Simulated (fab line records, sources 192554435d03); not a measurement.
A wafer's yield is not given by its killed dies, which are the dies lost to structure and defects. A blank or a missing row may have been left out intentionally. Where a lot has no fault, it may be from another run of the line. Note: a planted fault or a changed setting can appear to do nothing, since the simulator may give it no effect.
Comparing a struck lot with a sound one ; flow n5 finfet ; 15 steps out of a route of 1938
Sound: wafers L168.1, L168.2, L168.6. Struck: wafer L182.3 (left out: L182.5, L182.6 of the same lot, which were not struck); the cause appears at the end.
Each step with rows lists, per side, the tool, then ch with its chambers, then its first start. Under that, the readings that differ: sound wafers ; struck wafers ; difference of the means ; sigmas: that difference in standard deviations of wafers without a fault.
alike: readings with means less than 2 such deviations apart, plus words and numbers identical on both sides. not compared: withheld readings, readings lacking a value on some wafer, bounds such as >300 that could conceal the same value, and numbers that have no deviation in the record and whose values overlap.
Wherever a step has rows on one side only, a row that says differs or no value, or a row with sigmas, the two part there. Numbers that have no deviation but don't overlap get no sigmas and don't part them. Lack of a reading on every wafer of one side parts them only where that side has two or more wafers.

first, 1 step without rows for these wafers: N5_HKMG_FIN_ETCH_86 (etches SOC in N2/H2, stops on TiN, target depth 393.2 nm).
N5_HKMG_FIN_STRIP_89: strips SOC in N2/H2, time 20 s.
  sound on rie diel-03 ch 0,1,2, day 4 19:54; struck on rie diel-01 ch 0, day 8 03:02
  alike: drypump motor current A, oes product au, rf fwd power W, rf vpp V, showerhead plenum p Torr, throttle valve pct
  not compared: rf hours counter h
then, 1 step without rows for these wafers: N5_HKMG_FIN_WET_ETCH_87 (etches TiN in SC1, time 154.2 s, target depth 4.7 nm, rinse time 30 s).
N5_HKMG_FIN_STRIP_88: strips in N2/H2, time 360 s.
  sound on plasma asher-02 ch 0,1, day 4 20:05; struck on plasma asher-02 ch 1, day 8 03:20
  alike: drypump motor current A, heater power w
  not compared: rf hours counter h
then, 1 step without rows for these wafers: N5_HKMG_FIN_NWFM_ALD_20 (deposits TiAlC, target thk 2 nm, pulse time 3 s, purge time 2 s).
N5_HKMG_FIN_ALD_71: deposits TiN, target thk 1 nm, pulse time 1 s, purge time 3 s.
  sound on ald metal-03 ch 0,2,3, day 4 20:35; struck on ald metal-04 ch 1, day 8 03:43
  alike: heater power w, precursor pulse height rel
  not compared: ald cycles
then, 5 steps without rows for these wafers: N5_HKMG_FIN_COAT_66 (time 60 s, resist thk 300 nm); N5_HKMG_FIN_ETCH_67 (etches SOC in N2/H2, stops on TiN, target depth 388.9 nm); N5_HKMG_FIN_STRIP_90 (strips SOC in N2/H2, time 20 s); N5_HKMG_FIN_WET_ETCH_73 (etches the open film in SC1, time 42.3 s, target depth 1.3 nm, rinse time 30 s); N5_HKMG_FIN_ETCHBACK_68 (etches the open film in Cl2/Ar, stops on HfO2, target depth 0.5 nm).
N5_HKMG_FIN_STRIP_69: strips in N2/H2, time 360 s.
  sound on plasma asher-02 ch 0,1, day 4 21:17; struck on plasma asher-02 ch 0, day 8 04:32
  alike: drypump motor current A, heater power w
  not compared: rf hours counter h
N5_HKMG_FIN_ALD_21: deposits TiN, target thk 1.5 nm, pulse time 1 s, purge time 3 s.
  sound on ald metal-03 ch 0,1,3, day 4 21:40; struck on ald metal-03 ch 0, day 8 04:48
reading;sound;struck;difference;sigmas
ald cycles;68 68 68;76;+8;
  alike: heater power w, precursor pulse height rel
N5_HKMG_FIN_ALD_72: deposits W, target thk 2 nm, pulse time 1 s, purge time 2 s.
  sound on cvd w-01 ch 0,1, day 4 22:01; struck on cvd w-02 ch 1, day 8 05:11
reading;sound;struck;difference;sigmas
heater power w (W);475 469 459;570;+102;+2
  alike: precursor pulse height rel
  not compared: ald cycles
N5_PASSIVATION_PROBE_49:
  the record holds rows for the sound wafers here (prober-02, day 14 03:44) but none for the struck ones

== WHERE THEY PART ==
At N5_HKMG_FIN_ALD_72 first; at N5_PASSIVATION_PROBE_49 last (within this record only).

WHY: what had been put in by the simulator
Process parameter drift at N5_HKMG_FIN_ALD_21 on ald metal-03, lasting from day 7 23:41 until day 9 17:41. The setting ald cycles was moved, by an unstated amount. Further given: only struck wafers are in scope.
